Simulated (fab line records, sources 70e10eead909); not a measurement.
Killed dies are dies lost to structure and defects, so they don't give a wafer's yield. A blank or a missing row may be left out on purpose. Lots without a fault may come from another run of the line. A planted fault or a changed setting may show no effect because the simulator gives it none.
fab line records | flow nand_harc
record lots=6 wafers=18 last_day=33
route steps=1302 shown P_M2@330
lots that met no fault: from a run of the same line without faults
start_h: hours from the record's first day to the start of the lot's first wafer shown | wait_h: hours since the lot's step before | " the same as in the row above | L1.1+2: a row that stands for several wafers | - no value, or no start given | * or withheld: withheld | < > ~ a bound
route shown NAME@n: a module of which the file shows steps, and the number in the route of the first | usual: mean/standard deviation of fault-free wafers | same: alike in all rows | chamber/n: place in a boat | sites: the reading at each site | _std_site: their standard deviation | _edge_site: outer sites' mean less inner sites' | radius_mm: how far each site lies from the wafer's centre | mask NAME#n: copy n | behind: the tool/chamber that last shaped the wafer | hold: why the lot was held/for how many hours/how that ended | device: the transistor (n, p or np) that didn't switch | end of line: the same wafers' tests at the end of the route | a step without rows: its recipe alone | killed: dies lost to structure and defects at the first sort, not the wafer's yield | map: a wafer's dies, x killed, . not, _ none there
set.NAME: the setting as run; set.NAME@STEP: as run at that earlier step | model.NAME: the simulator's own value behind a step, which no gauge read
lots at some steps of the route; a table a step, a row a wafer
services: from which hour (start_h, from the record's first day; less than 0 if before it) a tool's chamber was out of use, for how many hours, and why
## steps
# step NHARC_P_M2_INSPECT_11
# usual raw_defect_count=5.0/2.6
# columns lot.wafer tool chamber start_h wait_h raw_defect_count
L658.2 defect_inspect-01 - 147.26 0.0 3
L658.3 " - " " 5
L658.4 " - " " 4
L659.2 defect_inspect-02 - 172.11 0.0 5
L659.3 " - " " 7
L659.4 " - " " 2
L661.1 defect_inspect-01 - 187.31 0.0 10
L661.3 " - " " 4
L661.6 " - " " 1
L668.3 defect_inspect-01 - 244.58 0.0 1
L668.4 " - " " 6
L668.6 " - " " 1
L675.2 defect_inspect-02 - 316.99 0.0 1
L675.4 " - " " 7
L675.6 " - " " 4
L679.2 defect_inspect-02 - 356.34 0.0 5
L679.3 " - " " 7
L679.4 " - " " 5
# step NHARC_P_M2_DESCUM_14
# recipe time_s=3 o2_flow_sccm=200 ar_flow_sccm=0 bias_power_w=0 chemistry=O2
# usual drypump_motor_current_A=5.66/0.24 oes_product_au=1.001/0.012 rf_vpp_V=57.8/0.87 showerhead_plenum_p_Torr=1.91/0.073 throttle_valve_pct=11.311/0.0092
# columns lot.wafer tool chamber start_h wait_h drypump_motor_current_A oes_product_au rf_hours_counter_h rf_vpp_V showerhead_plenum_p_Torr throttle_valve_pct
L658.3 rie_diel-10 2 147.32 0.1 5.53 1.000 3.5 57.5 1.89 11.318
L658.4 " 0 " " 5.89 1.015 3.3 58.0 1.95 11.297
L658.2 " 1 " " 5.42 0.998 3.4 57.9 1.79 11.296
L659.3 rie_diel-08 0 172.17 0.1 5.69 1.012 7.5 59.4 1.98 11.314
L659.4 " 1 " " 5.97 1.000 8.6 60.1 1.88 11.300
L659.2 " 2 " " 5.82 1.004 8.2 57.0 1.95 11.314
L661.1 rie_diel-08 0 187.37 0.1 5.71 1.002 7.7 58.3 1.98 11.317
L661.3 " 3 " " 5.68 0.994 8.3 56.9 1.80 11.312
L661.6 " 0 " " 5.69 0.998 - 57.9 1.98 11.306
L668.4 rie_diel-08 2 244.64 0.1 5.80 1.012 2.2 58.8 1.94 11.317
L668.3 " 1 " " 5.97 1.032 2.0 57.5 1.87 11.314
L668.6 " 2 " " 5.81 1.020 - 57.2 1.94 11.309
L675.4 rie_diel-08 3 317.06 0.1 5.64 0.979 5.5 57.1 1.79 11.318
L675.2 " 0 " " 5.68 0.993 4.7 58.9 1.98 11.314
L675.6 " 2 " " 5.81 1.003 - 58.3 1.94 11.314
L679.4 rie_diel-08 3 356.41 0.1 5.72 1.002 6.9 56.7 1.79 11.295
L679.2 " 1 " " 5.96 1.017 7.2 58.1 1.87 11.303
L679.3 " 2 " " 5.81 1.004 8.0 55.9 1.94 11.310
# step NHARC_P_M2_ETCH_35
# recipe target_depth_a=400 overetch_a=120 time_s=43.94 ion_energy_ev=200 n2_flow_sccm=150 h2_flow_sccm=150 ar_flow_sccm=0 rf_w=400 bias_w=150 chemistry=N2/H2
# usual bias_w=150.1/0.42 drypump_motor_current_A=5.65/0.24 oes_product_au=1.000/0.012 rf_vpp_V=430.4/2.3 showerhead_plenum_p_Torr=2.04/0.08 throttle_valve_pct=14.171/0.0091
# columns lot.wafer tool chamber start_h wait_h bias_w drypump_motor_current_A oes_product_au rf_hours_counter_h rf_vpp_V showerhead_plenum_p_Torr throttle_valve_pct
L658.3 rie_diel-10 2 147.41 0.1 149.7 5.53 0.998 3.5 430.5 2.01 14.158
L658.2 " 3 " " 150.2 5.90 1.001 3.4 431.5 2.11 14.176
L658.4 " 0 " " 149.9 5.86 1.014 3.3 431.7 2.08 14.177
L659.2 rie_diel-08 0 172.26 0.1 149.8 5.67 1.000 7.5 433.8 2.11 14.150
L659.3 " 1 " " 149.9 5.96 0.993 8.6 428.8 2.00 14.181
L659.4 " 3 " " 150.2 5.74 0.995 8.0 427.5 1.91 14.160
L661.1 rie_diel-08 2 187.46 0.1 150.3 5.81 0.988 8.6 431.4 2.08 14.176
L661.3 " 1 " " 150.2 5.96 0.993 8.9 429.6 2.00 14.166
L661.6 " 3 " " 150.3 5.71 0.992 - 426.7 1.91 14.166
L668.4 rie_diel-08 0 244.73 0.1 150.1 5.67 1.000 1.4 431.8 2.11 14.167
L668.3 " 2 " " 149.5 5.83 1.026 2.2 431.9 2.07 14.178
L668.6 " 1 " " 149.7 5.94 1.028 - 429.2 2.00 14.169
L675.4 rie_diel-08 2 317.14 0.1 150.2 5.81 1.011 6.2 431.7 2.07 14.164
L675.2 " 1 " " 150.8 5.93 1.016 5.3 429.7 2.00 14.181
L675.6 " 2 " " 150.1 5.82 1.004 - 431.6 2.07 14.179
L679.3 rie_diel-08 0 356.50 0.1 150.0 5.70 0.981 6.3 433.1 2.11 14.174
L679.2 " 1 " " 149.8 5.96 1.020 7.2 428.9 1.99 14.184
L679.4 " 2 " " 150.0 5.81 1.006 8.0 432.2 2.07 14.161
# step NHARC_P_M2_ETCH_15
# recipe target_depth_a=1825 time_s=91.2 c4f8_flow_sccm=withheld ar_flow_sccm=400 rf_w=600 bias_w=300 chemistry=C4F8/Ar
# usual bias_w=300.0/0.83 oes_product_au=0.945/0.023 rf_vpp_V=440.8/2.4
# columns lot.wafer tool chamber start_h wait_h bias_w oes_product_au rf_hours_counter_h rf_vpp_V
L658.2 rie_diel-10 0 - - 301.2 0.982 3.3 442.6
L658.4 " 2 " " 299.8 0.960 3.5 440.4
L658.3 " 3 " " 299.1 0.978 3.4 442.2
L659.4 rie_diel-08 2 - - 301.1 0.924 8.3 441.9
L659.3 " 3 " " 298.8 0.922 8.0 437.1
L659.2 " 0 " " 299.1 0.929 7.5 442.6
L661.3 rie_diel-08 3 - - 300.5 0.923 8.3 437.8
L661.1 " 0 " " 299.1 0.942 7.7 441.2
L661.6 " 0 " " 300.5 0.933 - 442.3
L668.3 rie_diel-08 3 - - 299.5 0.911 1.5 436.8
L668.4 " 0 " " 300.3 0.920 1.5 443.0
L668.6 " 1 " " 299.8 0.946 - 437.1
L675.2 rie_diel-08 2 - - 299.4 0.936 6.3 442.6
L675.4 " 3 " " 298.9 0.916 5.6 438.0
L675.6 " 0 " " 300.2 0.923 - 442.1
L679.4 rie_diel-08 3 - - 300.5 0.919 6.9 438.0
L679.2 " 0 " " 300.6 0.907 6.3 443.5
L679.3 " 1 " " 299.2 0.943 7.3 440.2
# step NHARC_P_M2_CD_MEAS_16
# usual cd_nm=169.5/1
# columns lot.wafer tool chamber start_h wait_h cd_nm
L658.2 cd_sem-01 - 147.63 - 169.2
L658.3 " - " " 168.4
L658.4 " - " " 169.1
L659.2 cd_sem-03 - 172.48 - 171.1
L659.3 " - " " 169.5
L659.4 " - " " 168.1
L661.1 cd_sem-03 - 187.68 - 168.6
L661.3 " - " " 169.7
L661.6 " - " " 168.2
L668.3 cd_sem-01 - 244.95 - 168.0
L668.4 " - " " 168.8
L668.6 " - " " 169.2
L675.2 cd_sem-02 - 317.36 - 168.5
L675.4 " - " " 170.7
L675.6 " - " " 169.0
L679.2 cd_sem-02 - 356.71 - 168.3
L679.3 " - " " 169.5
L679.4 " - " " 169.7
# step NHARC_P_M2_STRIP_18
# recipe power_w=1000 n2_flow_sccm=150 h2_flow_sccm=150 ar_flow_sccm=0 bias_w=0 chemistry=N2/H2
# step NHARC_P_M2_ETCH_28
# recipe target_depth_a=300 over_etch_frac=0.3 time_s=72.99 ion_energy_ev=150 cf4_flow_sccm=50 n2_flow_sccm=100 ar_flow_sccm=150 rf_w=300 bias_w=100 chemistry=CF4/N2
# step NHARC_P_M2_STRIP_19
# recipe time_s=600 temp_c=30 chemistry=post_etch_residue_remover
# step NHARC_P_M2_DEGAS_29
# recipe temp_c=250 time_s=60
# usual heater_power_w=323/21
# columns lot.wafer tool chamber start_h wait_h heater_power_w
L658.3 pvd_sputter-03 - 148.35 - 322
L658.4 " - " " 349
L658.2 " - " " 312
L659.3 pvd_sputter-01 - 173.20 - 328
L659.4 " - " " 359
L659.2 " - " " 334
L661.3 pvd_sputter-02 - 188.40 - 279
L661.1 " - " " 301
L661.6 " - " " 298
L668.3 pvd_sputter-03 - 245.67 - 331
L668.4 " - " " 315
L668.6 " - " " 332
L675.4 pvd_sputter-02 - 318.09 - 291
L675.2 " - " " 303
L675.6 " - " " 283
L679.2 pvd_sputter-02 - 357.42 - 305
L679.4 " - " " 347
L679.3 " - " " 282
# step NHARC_P_M2_PRE_CLEAN_30
# recipe time_s=30 temp_c=280 gas=H2/He
# step NHARC_P_M2_PVD_20
# recipe target_thk_a=50 bias_v=168.6 power_w=15000 chamber_pressure_pa=0.12 time_s=8.06 substrate_temp_c=50 material=TaN
# usual throttle_valve_pct=30.2/1.4
# columns lot.wafer tool chamber start_h wait_h throttle_valve_pct
L658.3 pvd_sputter-03 - - - 32.3
L658.2 " - " " 29.9
L658.4 " - " " 27.8
L659.4 pvd_sputter-01 - - - 30.2
L659.2 " - " " 30.7
L659.3 " - " " 31.9
L661.1 pvd_sputter-02 - - - 29.9
L661.3 " - " " 28.6
L661.6 " - " " 30.7
L668.4 pvd_sputter-03 - - - 30.5
L668.3 " - " " 29.5
L668.6 " - " " 32.5
L675.2 pvd_sputter-02 - - - 29.1
L675.4 " - " " 30.9
L675.6 " - " " 29.0
L679.3 pvd_sputter-02 - - - 29.0
L679.2 " - " " 30.0
L679.4 " - " " 30.6
# step NHARC_P_M2_PVD_21
# recipe target_thk_a=300 chamber_pressure_pa=5 power_w=5000 substrate_temp_c=30 time_s=20.49 material=Cu
# step NHARC_P_M2_ECD_22
# recipe target_thk_a=4000 bath_temp_c=25 material=Cu
# usual bath_heat_duty_pct=6.6/0.9 bath_temp_c=25.02/0.12
# columns lot.wafer tool chamber start_h wait_h bath_heat_duty_pct bath_temp_c
L658.2 ecd_cu-02 0 148.75 - 7.6 25.12
L658.3 " 1 " " 5.7 25.12
L658.4 " 0 " " 6.9 25.09
L659.2 ecd_cu-02 1 173.66 - - -
L659.3 " 0 " " - -
L659.4 " 1 " " - -
L661.1 ecd_cu-01 0 188.75 - - -
L661.3 " 1 " " - -
L661.6 " 0 " " - -
L668.4 ecd_cu-01 1 246.36 - 6.6 25.01
L668.3 " 0 " " 7.8 24.86
L668.6 " 0 " " 6.9 25.01
L675.2 ecd_cu-01 0 318.57 - 8.7 24.88
L675.4 " 0 " " 7.4 25.04
L675.6 " 0 " " 8.6 25.12
L679.2 ecd_cu-02 1 357.83 - 6.0 24.97
L679.3 " 0 " " 6.6 25.13
L679.4 " 1 " " 5.8 24.84
# step NHARC_P_M2_ANNEAL_31
# recipe temp_c=225 time_s=90
# step NHARC_P_M2_CMP_23
# recipe t_overpolish_s=20 target_thk_nm=144.3
# usual motor_current_A=11.9/1.2 time_to_endpoint_s=29/3.2
# columns lot.wafer tool chamber start_h wait_h motor_current_A time_to_endpoint_s
L658.3 cmp-02 3 149.42 - 10.6 27
L658.4 " 0 " " 10.0 30
L658.2 " 1 " " 14.0 34
L659.3 cmp-03 3 174.35 - 12.5 1
L659.4 " 1 " " 10.9 5
L659.2 " 2 " " 11.6 1
L661.1 cmp-04 1 189.47 - 11.7 3
L661.3 " 3 " " 10.5 0
L661.6 " 1 " " 12.4 0
L668.4 cmp-02 0 247.02 - 10.4 30
L668.3 " 3 " " 10.4 27
L668.6 " 0 " " 9.6 30
L675.4 cmp-04 1 319.29 - 12.0 30
L675.2 " 0 " " 11.9 32
L675.6 " 2 " " 12.6 34
L679.2 cmp-04 2 358.51 - 12.7 35
L679.3 " 3 " " 10.6 27
L679.4 " 0 " " 12.0 36
# step NHARC_P_M2_THK_MEAS_24
# recipe thk_meas_gauge=xrf
# usual thk_nm=144.4/1.8
# columns lot.wafer tool chamber start_h wait_h hold thk_nm
L658.2 film_metro-01 - 149.73 - - 147.1
L658.3 " - " " - 144.1
L658.4 " - " " - 143.3
L659.2 film_metro-02 - 174.66 - await_dispo/0.2h/release 29.2
L659.3 " - " " await_dispo/0.2h/release 29.3
L659.4 " - " " await_dispo/0.2h/release 31.1
L659.2 film_metro-02 - 174.84 0.2 - 28.2
L659.3 " - " " - 29.0
L659.4 " - " " - 30.6
L661.1 film_metro-02 - 189.78 - await_dispo/0.2h/release 28.9
L661.3 " - " " await_dispo/0.2h/release 28.5
L661.6 " - " " await_dispo/0.2h/release 29.2
L661.1 film_metro-02 - 189.95 0.2 - 29.4
L661.3 " - " " - 31.4
L661.6 " - " " - 28.4
L668.3 film_metro-01 - 247.33 - - 145.2
L668.4 " - " " - 142.9
L668.6 " - " " - 142.8
L675.2 film_metro-01 - 319.61 - - 145.0
L675.4 " - " " - 143.1
L675.6 " - " " - 145.5
L679.2 film_metro-02 - 358.82 - - 144.7
L679.3 " - " " - 143.9
L679.4 " - " " - 145.7
## services
# columns tool chamber start_h hours kind
cmp-04 - 134.02 1.5 repair
cmp-04 - 138.64 1.6 repair
cmp-04 - 143.41 1.1 repair
ecd_cu-01 - 160.00 8.0 pm
cmp-04 - 161.02 1.1 repair
pvd_sputter-03 - 170.05 10.0 pm
rie_diel-08 - 190.80 9.0 pm
rie_diel-10 3 202.06 25.8 repair
cmp-04 - 209.12 4.0 pm
rie_diel-10 - 216.66 1.6 repair
rie_diel-08 1 231.09 10.1 repair
cmp-04 - 240.05 2.2 repair
rie_diel-10 - 242.50 9.0 pm
ecd_cu-02 - 244.00 8.0 pm
pvd_sputter-03 - 273.05 12.4 repair
pvd_sputter-02 - 282.03 10.0 pm
ecd_cu-02 - 287.27 4.7 repair
cmp-04 - 290.25 2.0 repair
rie_diel-10 1 290.51 6.6 repair
cmp-04 - 307.12 4.0 pm
ecd_cu-01 - 336.00 8.0 pm
rie_diel-10 1 337.46 2.5 repair
pvd_sputter-03 - 348.10 10.0 pm
pvd_sputter-02 - 350.20 3.9 repair
## key
first_sign step=NHARC_P_M2_ECD_22 reading=tool_record direction=missing
effect step=NHARC_P_M2_CMP_23 reading=time_to_endpoint_s direction=down sigmas=8.6 usual=* struck=*
effect step=NHARC_P_M2_THK_MEAS_24 reading=visit direction=added
effect step=NHARC_P_M2_THK_MEAS_24 reading=thk_nm direction=down sigmas=65 usual=144.4 struck=29.3
met_at NHARC_P_M2_ECD_22
struck_wafers L659.2,L659.3,L659.4,L661.1,L661.3,L661.6
scrapped_behind NHARC_P_M2_THK_MEAS_24 L659.2,L659.3,L659.4,L661.1,L661.3,L661.6
onset_between 148.75 173.66
fault kind=skipped_step_whole tool=ecd_cu-01,ecd_cu-02 chamber=- onset_h=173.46 steps=NHARC_P_M2_ECD_22 scope=struck_lots_only
